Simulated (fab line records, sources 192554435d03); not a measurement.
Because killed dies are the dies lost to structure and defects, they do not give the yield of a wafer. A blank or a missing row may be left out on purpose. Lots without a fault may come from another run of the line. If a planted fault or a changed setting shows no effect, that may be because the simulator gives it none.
fab line records    flow n5-finfet
[record] lots = 24  wafers = 72  last-day = 18
route steps=1938 shown FIN_SAQP@113 FIN_CUT@165 STI_FIN_REVEAL@187
lots untouched by any fault: they come from a run of this same line in which no faults occurred
start-h: the number of hours between the record's first day and the start of the first shown wafer of the lot    wait-h: how many hours have passed since the lot's step before this one    " unchanged from the row above    L1.1+2: a row that stands for several wafers    - either no value or no given start    * or withheld: withheld    < > ~ a bound
route shown NAME@n: NAME is a module with steps in the file, n the number in the route of the first one    usual: average and standard deviation across the fault-free wafers    same: alike in all rows    chamber/n: place in a boat    sites: each site's reading    _std_site: standard deviation of those values    _edge_site: mean of outer sites minus mean of inner sites    radius-mm: for every site, how far away it sits from the centre of the wafer    mask NAME#n: copy n    behind: the most recent tool/chamber to have shaped the wafer    hold: cause of the lot's hold/its duration in hours/its outcome    device: transistor that didn't switch, given as n, p or np    end of line: at the end of the route, the tests of the same wafers    a step without rows: its recipe alone    killed: dies that structure and defects cost at the first sort, which is not the same as the wafer's yield    map: per-die view of a wafer (x killed, . not killed, _ where there is no die)
set.NAME: setting as actually run; set.NAME@STEP: the setting as run at that earlier step    model.NAME: the simulator's own value behind a step, which no gauge read
the route's steps for a sample of lots (tables are steps, rows are wafers)
services: from which hour (start-h, from the record's first day; less than 0 if before it) a tool's chamber was out of use, for how many hours, and why
[[steps]]
[step N5_FIN_SAQP_INSPECT_18]
[recipe] mode = adi  inspect-instrument = brightfield
[usual] raw-defect-count = 422/110
lot.wafer  tool               chamber  start-h  wait-h  raw-defect-count
L074.3     defect-inspect-02  -        21.80    0.0     489
L074.4     "                  -        "        "       304
L074.5     "                  -        "        "       348
L075.2     defect-inspect-02  -        28.21    0.0     525
L075.5     "                  -        "        "       443
L075.6     "                  -        "        "       598
L076.1     defect-inspect-02  -        34.03    0.0     380
L076.4     "                  -        "        "       330
L076.6     "                  -        "        "       358
L077.3     defect-inspect-01  -        40.10    0.0     323
L077.5     "                  -        "        "       441
L077.6     "                  -        "        "       392
L078.1     defect-inspect-01  -        45.92    0.0     662
L078.2     "                  -        "        "       609
L078.5     "                  -        "        "       543
L079.3     defect-inspect-01  -        51.34    0.0     357
L079.4     "                  -        "        "       304
L079.6     "                  -        "        "       277
L080.3     defect-inspect-02  -        57.66    0.0     332
L080.4     "                  -        "        "       446
L080.5     "                  -        "        "       348
L081.1     defect-inspect-02  -        63.54    0.0     470
L081.5     "                  -        "        "       345
L081.6     "                  -        "        "       358
L082.2     defect-inspect-02  -        70.11    0.0     718
L082.3     "                  -        "        "       371
L082.6     "                  -        "        "       629
L083.2     defect-inspect-02  -        77.57    0.0     387
L083.5     "                  -        "        "       335
L083.6     "                  -        "        "       550
L084.1     defect-inspect-01  -        82.41    0.0     381
L084.3     "                  -        "        "       343
L084.4     "                  -        "        "       274
L085.1     defect-inspect-01  -        87.92    0.0     341
L085.4     "                  -        "        "       240
L085.6     "                  -        "        "       325
L086.1     defect-inspect-02  -        93.66    0.0     374
L086.3     "                  -        "        "       274
L086.5     "                  -        "        "       366
L087.1     defect-inspect-01  -        104.92   0.0     385
L087.4     "                  -        "        "       425
L087.5     "                  -        "        "       406
L088.1     defect-inspect-01  -        107.80   0.0     351
L088.3     "                  -        "        "       372
L088.4     "                  -        "        "       497
L089.1     defect-inspect-01  -        111.64   0.0     450
L089.4     "                  -        "        "       463
L089.5     "                  -        "        "       714
L090.1     defect-inspect-02  -        118.58   0.0     380
L090.2     "                  -        "        "       259
L090.5     "                  -        "        "       388
L091.2     defect-inspect-01  -        123.65   0.0     443
L091.3     "                  -        "        "       439
L091.6     "                  -        "        "       560
L092.2     defect-inspect-02  -        130.51   0.0     546
L092.3     "                  -        "        "       647
L092.4     "                  -        "        "       368
L093.1     defect-inspect-02  -        135.48   0.0     322
L093.3     "                  -        "        "       404
L093.6     "                  -        "        "       575
L094.2     defect-inspect-01  -        141.86   0.0     279
L094.3     "                  -        "        "       561
L094.5     "                  -        "        "       290
L095.1     defect-inspect-01  -        147.77   0.0     386
L095.3     "                  -        "        "       370
L095.4     "                  -        "        "       431
L096.1     defect-inspect-02  -        154.70   0.0     581
L096.3     "                  -        "        "       621
L096.5     "                  -        "        "       336
L097.1     defect-inspect-01  -        159.71   0.0     572
L097.3     "                  -        "        "       486
L097.5     "                  -        "        "       518
[step N5_FIN_SAQP_RECESS_75]
[recipe] chemistry = HF/NH3  target = SiO2  target-depth-a = 144  afs-cycles = 3  temp-c = 30  sublimation-temp-c = 180  sublimation-time-s = 60
[usual] drypump-motor-current-A = 5.6/0.5  foreline-p-Torr = 0.1279/0.00032
[same] sublimation-time-s = 60
lot.wafer  tool           chamber  start-h  wait-h  drypump-motor-current-A  foreline-p-Torr
L074.3     vapor-etch-01  0        22.66    0.1     5.0                      0.1282
L074.4     "              1        "        "       5.5                      0.1280
L074.5     "              1        "        "       5.5                      0.1276
L075.2     vapor-etch-01  1        28.95    0.0     5.5                      0.1282
L075.5     "              0        "        "       4.9                      0.1281
L075.6     "              1        "        "       5.5                      0.1279
L076.1     vapor-etch-01  1        34.77    0.0     5.5                      0.1283
L076.4     "              0        "        "       4.9                      0.1279
L076.6     "              1        "        "       5.5                      0.1282
L077.3     vapor-etch-02  0        40.96    0.1     6.0                      0.1280
L077.5     "              0        "        "       6.0                      0.1282
L077.6     "              1        "        "       6.2                      0.1282
L078.1     vapor-etch-02  1        46.65    0.0     6.3                      0.1279
L078.2     "              0        "        "       6.0                      0.1279
L078.5     "              0        "        "       6.0                      0.1279
L079.3     vapor-etch-01  0        52.27    0.1     4.9                      0.1280
L079.4     "              1        "        "       5.5                      0.1280
L079.6     "              1        "        "       5.5                      0.1281
L080.3     vapor-etch-01  0        58.72    0.1     4.9                      0.1276
L080.4     "              1        "        "       5.5                      0.1278
L080.5     "              0        "        "       5.0                      0.1282
L081.1     vapor-etch-02  0        64.28    0.0     6.0                      0.1276
L081.5     "              1        "        "       6.3                      0.1269
L081.6     "              0        "        "       6.0                      0.1279
L082.2     vapor-etch-01  1        70.84    0.0     5.5                      0.1282
L082.3     "              1        "        "       5.5                      0.1280
L082.6     "              1        "        "       5.5                      0.1283
L083.2     vapor-etch-01  0        78.30    0.0     4.9                      0.1282
L083.5     "              1        "        "       5.4                      0.1280
L083.6     "              0        "        "       4.9                      0.1282
L084.1     vapor-etch-01  0        83.25    0.0     4.9                      0.1278
L084.3     "              0        "        "       4.9                      0.1280
L084.4     "              1        "        "       5.5                      0.1278
L085.1     vapor-etch-01  1        88.66    0.0     5.5                      0.1282
L085.4     "              1        "        "       5.5                      0.1280
L085.6     "              1        "        "       5.5                      0.1276
L086.1     vapor-etch-02  0        94.62    0.2     6.0                      0.1278
L086.3     "              0        "        "       6.0                      0.1282
L086.5     "              0        "        "       6.0                      0.1284
L087.1     vapor-etch-02  1        105.68   0.0     6.3                      0.1276
L087.4     "              1        "        "       6.3                      0.1272
L087.5     "              1        "        "       6.3                      0.1282
L088.1     vapor-etch-01  1        108.60   0.0     5.5                      0.1282
L088.3     "              0        "        "       4.9                      0.1278
L088.4     "              1        "        "       5.5                      0.1282
L089.1     vapor-etch-02  1        112.84   0.2     6.2                      0.1278
L089.4     "              0        "        "       6.0                      0.1276
L089.5     "              0        "        "       6.0                      0.1281
L090.1     vapor-etch-02  1        119.67   0.0     6.3                      0.1272
L090.2     "              0        "        "       6.0                      0.1279
L090.5     "              1        "        "       6.3                      0.1271
L091.2     vapor-etch-01  0        124.43   0.0     4.9                      0.1281
L091.3     "              0        "        "       5.0                      0.1276
L091.6     "              1        "        "       5.5                      0.1280
L092.2     vapor-etch-01  1        131.35   0.0     5.5                      0.1279
L092.3     "              0        "        "       4.9                      0.1283
L092.4     "              1        "        "       5.5                      0.1279
L093.1     vapor-etch-01  1        136.71   0.0     5.6                      0.1277
L093.3     "              1        "        "       5.5                      0.1280
L093.6     "              1        "        "       5.5                      0.1280
L094.2     vapor-etch-01  0        142.60   0.0     5.0                      0.1276
L094.3     "              1        "        "       5.5                      0.1277
L094.5     "              0        "        "       4.9                      0.1276
L095.1     vapor-etch-02  0        149.35   0.0     6.0                      0.1280
L095.3     "              0        "        "       6.0                      0.1283
L095.4     "              1        "        "       6.3                      0.1286
L096.1     vapor-etch-01  0        155.49   0.0     4.9                      0.1283
L096.3     "              1        "        "       5.5                      0.1282
L096.5     "              1        "        "       5.5                      0.1279
L097.1     vapor-etch-02  1        160.64   0.0     6.3                      0.1284
L097.3     "              0        "        "       6.0                      0.1281
L097.5     "              1        "        "       6.3                      0.1288
[step N5_FIN_SAQP_RECESS_63]
[recipe] chemistry = HF/NH3  target = SiO2  target-depth-a = 180  afs-cycles = 3  temp-c = 30  sublimation-temp-c = 180  sublimation-time-s = 60
[usual] drypump-motor-current-A = 5.7/0.51  foreline-p-Torr = 0.1281/0.00036
[same] sublimation-time-s = 60
lot.wafer  tool           chamber  start-h  wait-h  drypump-motor-current-A  foreline-p-Torr
L074.3     vapor-etch-01  1        24.23    0.2     5.5                      0.1278
L074.4     "              0        "        "       5.0                      0.1280
L074.5     "              0        "        "       5.0                      0.1277
L075.2     vapor-etch-02  1        31.15    0.1     6.3                      0.1277
L075.5     "              1        "        "       6.3                      0.1282
L075.6     "              0        "        "       6.0                      0.1282
L076.1     vapor-etch-01  1        37.21    0.1     5.5                      0.1282
L076.4     "              1        "        "       5.5                      0.1278
L076.6     "              1        "        "       5.5                      0.1280
L077.3     vapor-etch-01  1        42.53    0.2     5.5                      0.1281
L077.5     "              1        "        "       5.5                      0.1282
L077.6     "              0        "        "       5.0                      0.1280
L078.1     vapor-etch-01  0        48.31    0.1     5.0                      0.1284
L078.2     "              1        "        "       5.5                      0.1282
L078.5     "              0        "        "       5.0                      0.1281
L079.3     vapor-etch-02  0        53.88    0.2     6.0                      0.1284
L079.4     "              1        "        "       6.3                      0.1280
L079.6     "              0        "        "       6.0                      0.1282
L080.3     vapor-etch-01  1        60.46    0.2     5.5                      0.1283
L080.4     "              0        "        "       4.9                      0.1287
L080.5     "              0        "        "       4.9                      0.1282
L081.1     vapor-etch-01  0        66.45    0.7     4.9                      0.1277
L081.5     "              1        "        "       5.5                      0.1281
L081.6     "              0        "        "       4.9                      0.1280
L082.2     vapor-etch-01  1        72.52    0.1     5.5                      0.1281
L082.3     "              0        "        "       4.9                      0.1280
L082.6     "              0        "        "       5.0                      0.1277
L083.2     vapor-etch-02  1        79.94    0.1     6.3                      0.1281
L083.5     "              0        "        "       6.0                      0.1278
L083.6     "              1        "        "       6.3                      0.1287
L084.1     vapor-etch-02  1        84.82    0.1     6.3                      0.1287
L084.3     "              1        "        "       6.3                      0.1291
L084.4     "              0        "        "       6.0                      0.1292
L085.1     vapor-etch-01  0        90.62    0.1     5.0                      0.1282
L085.4     "              1        "        "       5.5                      0.1280
L085.6     "              1        "        "       5.5                      0.1279
L086.1     vapor-etch-01  1        97.15    0.1     5.5                      0.1279
L086.3     "              0        "        "       5.0                      0.1279
L086.5     "              1        "        "       5.5                      0.1281
L087.1     vapor-etch-02  1        108.22   0.1     6.3                      0.1283
L087.4     "              1        "        "       6.3                      0.1277
L087.5     "              0        "        "       6.0                      0.1289
L088.1     vapor-etch-02  0        110.36   0.1     6.0                      0.1279
L088.3     "              1        "        "       6.3                      0.1280
L088.4     "              0        "        "       6.0                      0.1275
L089.1     vapor-etch-02  1        115.19   0.1     6.3                      0.1280
L089.4     "              1        "        "       6.3                      0.1282
L089.5     "              0        "        "       6.0                      0.1275
L090.1     vapor-etch-02  1        121.37   0.1     6.3                      0.1285
L090.2     "              0        "        "       6.0                      0.1280
L090.5     "              1        "        "       6.3                      0.1281
L091.2     vapor-etch-02  1        126.00   0.1     6.3                      0.1277
L091.3     "              1        "        "       6.3                      0.1277
L091.6     "              1        "        "       6.3                      0.1272
L092.2     vapor-etch-01  1        133.92   0.1     5.5                      0.1276
L092.3     "              0        "        "       5.0                      0.1281
L092.4     "              1        "        "       5.5                      0.1275
L093.1     vapor-etch-02  1        138.41   0.1     6.3                      0.1283
L093.3     "              1        "        "       6.3                      0.1271
L093.6     "              1        "        "       6.3                      0.1282
L094.2     vapor-etch-02  0        144.18   0.1     6.0                      0.1281
L094.3     "              0        "        "       6.0                      0.1277
L094.5     "              0        "        "       5.9                      0.1279
L095.1     vapor-etch-01  0        150.94   0.1     4.9                      0.1282
L095.3     "              0        "        "       4.9                      0.1279
L095.4     "              1        "        "       5.5                      0.1282
L096.1     vapor-etch-02  0        157.68   0.1     6.0                      0.1280
L096.3     "              0        "        "       6.0                      0.1282
L096.5     "              1        "        "       6.3                      0.1286
L097.1     vapor-etch-02  0        162.25   0.1     6.0                      0.1280
L097.3     "              0        "        "       6.0                      0.1282
L097.5     "              0        "        "       6.0                      0.1275
[step N5_FIN_CUT_INSPECT_10]
[recipe] mode = adi  inspect-instrument = brightfield
[usual] raw-defect-count = 41/12
lot.wafer  tool               chamber  start-h  wait-h  raw-defect-count
L074.3     defect-inspect-01  -        26.51    0.1     40
L074.4     "                  -        "        "       47
L074.5     "                  -        "        "       60
L075.2     defect-inspect-01  -        33.82    0.0     53
L075.5     "                  -        "        "       59
L075.6     "                  -        "        "       52
L076.1     defect-inspect-02  -        39.47    0.1     46
L076.4     "                  -        "        "       35
L076.6     "                  -        "        "       42
L077.3     defect-inspect-01  -        45.06    0.0     29
L077.5     "                  -        "        "       44
L077.6     "                  -        "        "       51
L078.1     defect-inspect-02  -        50.61    0.1     59
L078.2     "                  -        "        "       73
L078.5     "                  -        "        "       51
L079.3     defect-inspect-02  -        56.24    0.0     41
L079.4     "                  -        "        "       23
L079.6     "                  -        "        "       23
L080.3     defect-inspect-01  -        62.75    0.1     65
L080.4     "                  -        "        "       54
L080.5     "                  -        "        "       46
L081.1     defect-inspect-02  -        68.75    0.1     42
L081.5     "                  -        "        "       29
L081.6     "                  -        "        "       28
L082.2     defect-inspect-01  -        75.17    0.0     58
L082.3     "                  -        "        "       29
L082.6     "                  -        "        "       36
L083.2     defect-inspect-01  -        82.81    0.0     26
L083.5     "                  -        "        "       27
L083.6     "                  -        "        "       37
L084.1     defect-inspect-01  -        87.25    0.1     19
L084.3     "                  -        "        "       47
L084.4     "                  -        "        "       29
L085.1     defect-inspect-02  -        94.02    0.1     35
L085.4     "                  -        "        "       24
L085.6     "                  -        "        "       28
L086.1     defect-inspect-02  -        102.33   0.1     49
L086.3     "                  -        "        "       24
L086.5     "                  -        "        "       37
L087.1     defect-inspect-02  -        111.09   0.1     53
L087.4     "                  -        "        "       52
L087.5     "                  -        "        "       25
L088.1     defect-inspect-02  -        113.08   0.1     22
L088.3     "                  -        "        "       29
L088.4     "                  -        "        "       31
L089.1     defect-inspect-01  -        117.51   0.1     32
L089.4     "                  -        "        "       66
L089.5     "                  -        "        "       44
L090.1     defect-inspect-01  -        124.42   0.1     41
L090.2     "                  -        "        "       35
L090.5     "                  -        "        "       42
L091.2     defect-inspect-02  -        129.58   0.0     36
L091.3     "                  -        "        "       51
L091.6     "                  -        "        "       48
L092.2     defect-inspect-01  -        136.71   0.0     32
L092.3     "                  -        "        "       53
L092.4     "                  -        "        "       45
L093.1     defect-inspect-01  -        141.31   0.1     42
L093.3     "                  -        "        "       57
L093.6     "                  -        "        "       42
L094.2     defect-inspect-01  -        146.66   0.0     27
L094.3     "                  -        "        "       38
L094.5     "                  -        "        "       26
L095.1     defect-inspect-02  -        153.19   0.1     35
L095.3     "                  -        "        "       36
L095.4     "                  -        "        "       58
L096.1     defect-inspect-02  -        160.43   0.1     22
L096.3     "                  -        "        "       32
L096.5     "                  -        "        "       40
L097.1     defect-inspect-02  -        164.93   0.1     34
L097.3     "                  -        "        "       58
L097.5     "                  -        "        "       40
[step N5_FIN_CUT_DESCUM_13]
[recipe] chemistry = O2  time-s = 7  source-power-w = 50  bias-power-w = 20  pressure-mtorr = 20  rf-frequency-hz = 2.712e+07  temp-c = 40  resist = CAR-EUV  o2-flow-sccm = 225
[usual] drypump-motor-current-A = 5.9/0.44  oes-product-au = 0.77/0.062  rf-vpp-V = 243.4/1.5  showerhead-plenum-p-Torr = 2.11/0.087  throttle-valve-pct = 20.41/0.28
lot.wafer  tool         chamber  start-h  wait-h  drypump-motor-current-A  oes-product-au  rf-hours-counter-h  rf-vpp-V  showerhead-plenum-p-Torr  throttle-valve-pct
L074.3     rie-diel-06  3        26.55    0.0     6.3                      0.86            44                  243.0     2.13                      20.35
L074.4     "            0        "        "       5.0                      0.73            -                   241.7     2.00                      21.00
L074.5     "            2        "        "       6.4                      0.76            -                   244.5     2.11                      20.42
L075.2     rie-diel-01  3        34.01    0.2     5.8                      0.75            154                 242.8     2.18                      20.28
L075.5     "            3        "        "       5.7                      0.76            -                   245.6     2.18                      20.26
L075.6     "            0        "        "       5.5                      0.89            -                   244.9     2.23                      20.48
L076.1     rie-diel-06  0        39.53    0.1     4.9                      0.73            206                 241.9     2.00                      21.02
L076.4     "            2        "        "       6.3                      0.75            -                   243.6     2.11                      20.42
L076.6     "            0        "        "       4.9                      0.72            -                   242.4     2.00                      21.02
L077.3     rie-diel-01  3        45.10    0.0     5.7                      0.76            158                 245.0     2.18                      20.28
L077.5     "            1        "        "       6.3                      0.82            -                   246.3     2.21                      20.03
L077.6     "            0        "        "       5.5                      0.88            -                   246.1     2.23                      20.48
L078.1     rie-diel-01  2        50.65    0.0     6.3                      0.76            136                 242.0     2.00                      20.15
L078.2     "            1        "        "       6.3                      0.81            114                 244.6     2.21                      20.04
L078.5     "            3        "        "       5.7                      0.75            -                   245.1     2.17                      20.26
L079.3     rie-diel-06  2        56.27    0.0     6.3                      0.74            162                 242.1     2.11                      20.43
L079.4     "            3        "        "       6.3                      0.84            51                  243.9     2.12                      20.37
L079.6     "            3        "        "       6.3                      0.83            -                   243.8     2.13                      20.37
L080.3     rie-diel-05  1        62.90    0.1     6.1                      0.73            181                 242.1     1.98                      19.97
L080.4     "            0        "        "       5.5                      0.80            99                  242.7     2.02                      20.59
L080.5     "            1        "        "       6.1                      0.74            -                   241.1     1.98                      19.96
L081.1     rie-diel-05  1        68.79    0.0     6.1                      0.73            182                 241.5     1.98                      19.96
L081.5     "            2        "        "       5.6                      0.70            -                   244.0     2.17                      20.68
L081.6     "            1        "        "       6.1                      0.74            -                   242.2     1.98                      19.97
L082.2     rie-diel-06  0        75.20    0.0     4.9                      0.72            215                 240.6     2.00                      21.03
L082.3     "            1        "        "       5.8                      0.93            7                   243.0     2.14                      20.24
L082.6     "            3        "        "       6.3                      0.84            -                   244.1     2.12                      20.34
L083.2     rie-diel-06  0        82.95    0.1     4.9                      0.71            218                 241.2     2.00                      21.04
L083.5     "            1        "        "       5.9                      0.92            -                   244.2     2.14                      20.24
L083.6     "            0        "        "       4.9                      0.71            -                   241.2     2.00                      21.05
L084.1     rie-diel-05  1        87.29    0.0     6.1                      0.73            188                 243.2     1.98                      19.97
L084.3     "            0        "        "       5.6                      0.79            106                 242.2     2.02                      20.59
L084.4     "            3        "        "       5.8                      0.74            159                 244.3     2.18                      20.53
L085.1     rie-diel-05  2        94.06    0.0     5.6                      0.71            210                 245.4     2.17                      20.69
L085.4     "            0        "        "       5.5                      0.79            108                 241.6     2.02                      20.58
L085.6     "            1        "        "       6.1                      0.72            -                   242.0     1.98                      19.96
L086.1     rie-diel-06  1        102.37   0.0     5.8                      0.91            16                  245.1     2.13                      20.25
L086.3     "            3        "        "       6.3                      0.82            63                  242.0     2.12                      20.37
L086.5     "            1        "        "       5.8                      0.89            -                   245.2     2.13                      20.26
L087.1     rie-diel-06  2        111.12   0.0     6.4                      0.73            178                 242.2     2.10                      20.46
L087.4     "            3        "        "       6.3                      0.82            65                  243.0     2.12                      20.38
L087.5     "            0        "        "       4.9                      0.70            -                   242.1     1.99                      21.04
L088.1     rie-diel-01  3        113.11   0.0     5.8                      0.74            177                 244.0     2.17                      20.31
L088.3     "            1        "        "       6.3                      0.80            130                 244.7     2.21                      20.06
L088.4     "            2        "        "       6.3                      0.76            153                 240.8     2.00                      20.17
L089.1     rie-diel-01  2        117.54   0.0     6.3                      0.75            155                 241.0     2.00                      20.20
L089.4     "            1        "        "       6.3                      0.80            132                 245.0     2.21                      20.08
L089.5     "            2        "        "       6.4                      0.75            -                   241.6     2.00                      20.19
L090.1     rie-diel-01  2        124.46   0.0     6.4                      0.74            157                 242.2     2.00                      20.18
L090.2     "            3        "        "       5.7                      0.73            182                 246.7     2.17                      20.31
L090.5     "            0        "        "       5.5                      0.84            -                   246.4     2.22                      20.52
L091.2     rie-diel-05  0        129.61   0.0     5.6                      0.78            119                 242.2     2.01                      20.61
L091.3     "            3        "        "       5.8                      0.73            170                 243.6     2.18                      20.55
L091.6     "            1        "        "       6.1                      0.72            -                   241.9     1.98                      20.00
L092.2     rie-diel-01  1        136.75   0.0     6.3                      0.80            138                 244.8     2.20                      20.06
L092.3     "            2        "        "       6.4                      0.75            161                 241.1     1.99                      20.20
L092.4     "            0        "        "       5.4                      0.85            58                  244.8     2.22                      20.53
L093.1     rie-diel-01  1        141.73   0.4     6.3                      0.79            140                 244.2     2.20                      20.07
L093.3     "            2        "        "       6.4                      0.74            163                 242.3     1.99                      20.20
L093.6     "            0        "        "       5.5                      0.83            -                   245.5     2.22                      20.54
L094.2     rie-diel-01  2        146.69   0.0     6.4                      0.74            165                 242.5     1.99                      20.19
L094.3     "            1        "        "       6.3                      0.78            142                 244.5     2.20                      20.08
L094.5     "            3        "        "       5.7                      0.72            -                   243.7     2.16                      20.33
L095.1     rie-diel-06  2        153.23   0.0     6.4                      0.72            192                 243.0     2.10                      20.47
L095.3     "            1        "        "       5.8                      0.87            33                  242.3     2.13                      20.28
L095.4     "            0        "        "       4.9                      0.70            241                 240.8     1.99                      21.06
L096.1     rie-diel-05  2        160.47   0.0     5.6                      0.69            232                 243.4     2.16                      20.73
L096.3     "            1        "        "       6.1                      0.72            212                 242.0     1.97                      19.98
L096.5     "            0        "        "       5.5                      0.77            -                   242.8     2.01                      20.62
L097.1     rie-diel-05  1        165.29   0.4     6.1                      0.71            214                 242.3     1.97                      20.00
L097.3     "            2        "        "       5.6                      0.69            233                 244.4     2.16                      20.73
L097.5     "            1        "        "       6.1                      0.71            -                   240.2     1.97                      20.02
[step N5_STI_FIN_REVEAL_CMP_04]
[recipe] stop-on = Si3N4  t-overpolish-s = 4  down-force-psi = 2  platen-rpm = 54.18  post-cmp-clean = alkaline-brush  pad-velocity-m-s = 1.078  target-thk-nm = 131.83
[usual] head-pressure-psi = 2.000/0.0041  motor-current-A = 7.8/0.59  overpolish-run-s = 4.001/0.0095  time-to-endpoint-s = 104/4.2
lot.wafer  tool    chamber  start-h  wait-h  head-pressure-psi  motor-current-A  overpolish-run-s  time-to-endpoint-s
L074.3     cmp-03  3        32.61    0.1     1.997              8.4              4.000             110
L074.4     "       2        "        "       1.999              7.8              4.002             112
L074.5     "       0        "        "       1.994              8.1              4.006             110
L075.2     cmp-04  0        40.99    0.3     2.000              8.6              4.000             108
L075.6     "       3        "        "       2.002              7.0              3.998             102
L075.5     "       0        "        "       2.000              8.0              3.996             107
L076.4     cmp-03  1        55.62    9.5     1.998              7.3              4.008             114
L076.1     "       2        "        "       1.995              7.4              3.994             111
L076.6     "       1        "        "       2.001              7.2              4.005             112
L077.3     cmp-03  2        58.20    7.1     2.000              7.7              3.994             107
L077.5     "       3        "        "       1.999              8.7              4.016             114
L077.6     "       0        "        "       2.005              7.5              4.000             110
L078.2     cmp-03  3        63.96    6.7     2.000              8.4              4.007             103
L078.1     "       0        "        "       1.999              8.2              4.010             101
L078.5     "       1        "        "       2.002              7.3              4.001             103
L079.4     cmp-03  3        64.79    2.5     1.999              8.4              3.996             104
L079.3     "       2        "        "       2.000              7.4              3.986             98
L079.6     "       3        "        "       1.994              8.8              4.020             101
L080.3     cmp-04  0        69.05    0.1     1.992              8.4              3.989             104
L080.4     "       2        "        "       1.994              8.6              3.980             101
L080.5     "       0        "        "       2.002              8.2              4.011             104
L081.1     cmp-03  2        75.03    0.2     2.003              7.9              4.002             103
L081.6     "       1        "        "       1.994              7.1              3.998             106
L081.5     "       2        "        "       2.004              7.3              4.031             108
L082.2     cmp-03  2        81.67    0.2     2.001              7.7              3.999             96
L082.3     "       3        "        "       2.000              8.3              4.000             99
L082.6     "       3        "        "       1.997              8.6              3.992             96
L083.2     cmp-02  0        90.48    0.1     1.998              8.6              4.003             103
L083.5     "       1        "        "       1.998              8.5              3.983             101
L083.6     "       2        "        "       2.002              8.6              4.004             103
L084.3     cmp-02  1        93.34    0.0     2.004              8.4              4.005             96
L084.4     "       3        "        "       1.994              7.0              4.011             100
L084.1     "       0        "        "       2.008              8.7              3.984             104
L085.4     cmp-04  3        102.82   0.0     2.001              7.5              3.987             104
L085.1     "       2        "        "       2.003              8.3              4.012             107
L085.6     "       0        "        "       1.999              8.3              4.016             106
L086.3     cmp-04  3        110.88   0.4     1.993              7.2              4.001             102
L086.1     "       0        "        "       1.994              8.0              3.988             110
L086.5     "       3        "        "       1.999              7.7              4.014             105
L087.1     cmp-04  1        117.23   0.1     1.998              7.4              3.984             103
L087.4     "       2        "        "       2.003              8.5              3.998             104
L087.5     "       3        "        "       2.007              7.2              3.992             101
L088.4     cmp-04  0        119.69   0.1     2.007              7.9              3.991             107
L088.1     "       1        "        "       1.995              7.2              3.991             100
L088.3     "       3        "        "       1.997              7.1              3.999             99
L089.4     cmp-04  3        123.72   0.1     1.996              7.1              3.997             99
L089.1     "       0        "        "       2.002              7.9              4.016             106
L089.5     "       3        "        "       2.001              6.9              4.001             97
L090.2     cmp-03  1        130.53   0.1     2.001              7.3              4.006             105
L090.1     "       3        "        "       2.000              8.6              4.004             105
L090.5     "       0        "        "       1.998              8.1              4.020             105
L091.2     cmp-02  0        136.48   0.1     2.003              8.2              4.000             108
L091.3     "       1        "        "       2.004              8.1              3.991             105
L091.6     "       0        "        "       2.000              8.8              3.993             107
L092.2     cmp-02  0        143.04   0.1     1.999              8.5              3.995             114
L092.3     "       1        "        "       2.002              8.1              4.002             109
L092.4     "       2        "        "       2.000              9.0              4.009             108
L093.3     cmp-03  3        149.17   0.1     2.004              8.4              3.986             102
L093.1     "       0        "        "       1.996              8.1              3.997             99
L093.6     "       1        "        "       1.997              7.4              4.004             105
L094.3     cmp-04  1        152.74   0.0     1.994              6.8              3.995             104
L094.2     "       0        "        "       1.996              8.1              3.990             108
L094.5     "       2        "        "       1.994              8.9              3.989             108
L095.4     cmp-03  1        159.92   0.0     1.999              7.3              4.007             106
L095.3     "       3        "        "       1.997              8.5              4.011             102
L095.1     "       0        "        "       1.998              7.9              4.000             102
L096.3     cmp-04  0        167.95   0.2     2.000              8.3              4.004             108
L096.1     "       1        "        "       2.002              7.0              4.016             105
L096.5     "       3        "        "       2.005              7.1              4.000             101
L097.3     cmp-04  0        171.67   0.1     2.002              8.0              4.007             105
L097.1     "       2        "        "       1.999              8.0              3.999             106
L097.5     "       3        "        "       2.004              7.5              3.999             100
[[services]]
tool           chamber  start-h  hours  kind
cmp-04         -        -1.18    0.6    repair
cmp-02         -        -0.79    4.0    pm
rie-diel-05    1        11.95    6.9    repair
cmp-04         -        13.19    2.0    repair
cmp-03         -        13.69    1.1    repair
rie-diel-05    -        16.27    0.5    repair
cmp-03         -        22.97    1.1    repair
cmp-04         -        28.97    8.2    pm
rie-diel-06    3        29.32    3.4    repair
cmp-02         -        29.83    40.4   repair
vapor-etch-01  -        29.98    0.2    repair
rie-diel-06    3        35.01    4.2    repair
cmp-03         -        38.31    16.6   pm
cmp-04         -        44.87    23.7   repair
cmp-03         -        58.54    4.0    pm
cmp-03         -        62.54    -      consumable-replace:conditioner
cmp-03         -        66.86    2.4    repair
cmp-04         -        69.29    5.7    pm
rie-diel-06    3        91.32    4.9    repair
cmp-04         -        107.65   2.1    repair
cmp-03         -        112.51   3.3    repair
rie-diel-06    2        124.88   3.2    repair
rie-diel-05    0        157.45   2.8    repair
cmp-03         -        165.20   3.8    pm
[[key]]
fault none
